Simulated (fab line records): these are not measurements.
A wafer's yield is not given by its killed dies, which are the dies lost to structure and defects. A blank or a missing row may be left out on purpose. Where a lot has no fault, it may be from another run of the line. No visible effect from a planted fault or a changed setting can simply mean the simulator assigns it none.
Chamber matching + flow nand_harc + rie_diel-03 running NHARC_A_CONTACT_ETCH_89: 4 sister chambers
The step etches the open film in N2/H2, target depth 260 nm, time 475.3 s. 14 wafers are shown with their chamber, then 6 later ones without.

## WAFERS, EACH WITH ITS CHAMBER
| wafer  | chamber | drypump_motor_current_A (A) | rf_vpp_V (V) | run_length_s (s) |
|--------|---------|-----------------------------|--------------|------------------|
| L623.3 | 0       | 6.0                         | 427          | 496.5            |
| L623.4 | 2       | 6.0                         | 432          | 496.3            |
| L623.6 | 1       | 5.8                         | 433          | 497.3            |
| L633.4 | 1       | 5.7                         | 430          | 496.9            |
| L633.6 | 1       | 5.8                         | 431          | 496.8            |
| L639.1 | 1       | 5.8                         | 431          | 496.9            |
| L639.4 | 0       | 5.9                         | 435          | 496.0            |
| L639.5 | 1       | 5.8                         | 430          | 496.9            |
| L641.2 | 3       | 5.7                         | 425          | 496.8            |
| L641.3 | 1       | 5.7                         | 431          | 497.6            |
| L641.6 | 0       | 6.0                         | 436          | 496.3            |
| L642.4 | 0       | 6.0                         | 434          | 496.1            |
| L642.5 | 3       | 5.7                         | 425          | 496.9            |
| L642.6 | 1       | 5.8                         | 431          | 497.0            |

SIGNATURES (means of the wafers above)
| reading                 | chamber 0 | chamber 1 | chamber 2 | chamber 3 | scatter within a chamber |
|-------------------------|-----------|-----------|-----------|-----------|--------------------------|
| drypump_motor_current_A | 5.975     | 5.771     | 6.000     | 5.700     | 0.0467                   |
| rf_vpp_V                | 433.00    | 431.00    | 432.00    | 425.00    | 2.37                     |
| run_length_s            | 496.225   | 497.057   | 496.300   | 496.850   | 0.255                    |
Rule: for a wafer and a chamber, the distance is found by dividing, reading by reading, the gap between the wafer's reading and the chamber's mean by the reading's scatter, squaring, summing and taking the root. The wafer belongs to the nearest chamber; if the next one is less than 2 further off, it can't be placed. How the scatter is found: for the shown wafers, subtract from each reading the mean of its chamber, square and add these, divide the total by (wafers less chambers), then take the root.

## WAFERS WITH NO CHAMBER GIVEN
| wafer  | drypump_motor_current_A (A) | rf_vpp_V (V) | run_length_s (s) |
|--------|-----------------------------|--------------|------------------|
| L643.2 | 5.8                         | 432          | 496.8            |
| L643.3 | 6.0                         | 431          | 496.3            |
| L643.6 | 6.0                         | 431          | 496.5            |
| L644.3 | 6.0                         | 430          | 496.7            |
| L644.4 | 6.0                         | 431          | 496.6            |
| L644.5 | 5.7                         | 427          | 496.9            |

## EACH ONE'S CHAMBER
| wafer  | from the rows above     | in truth |
|--------|-------------------------|----------|
| L643.2 | 1                       | 1        |
| L643.3 | can't be placed: 2 or 0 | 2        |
| L643.6 | can't be placed: 2 or 0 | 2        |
| L644.3 | can't be placed: 2 or 0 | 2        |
| L644.4 | can't be placed: 2 or 0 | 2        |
| L644.5 | can't be placed: 3 or 1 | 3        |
1 of 6 placed correctly. Cannot be placed on the basis of these rows: 5; the candidates contain the true chamber in 5. Number placed wrongly: 0.
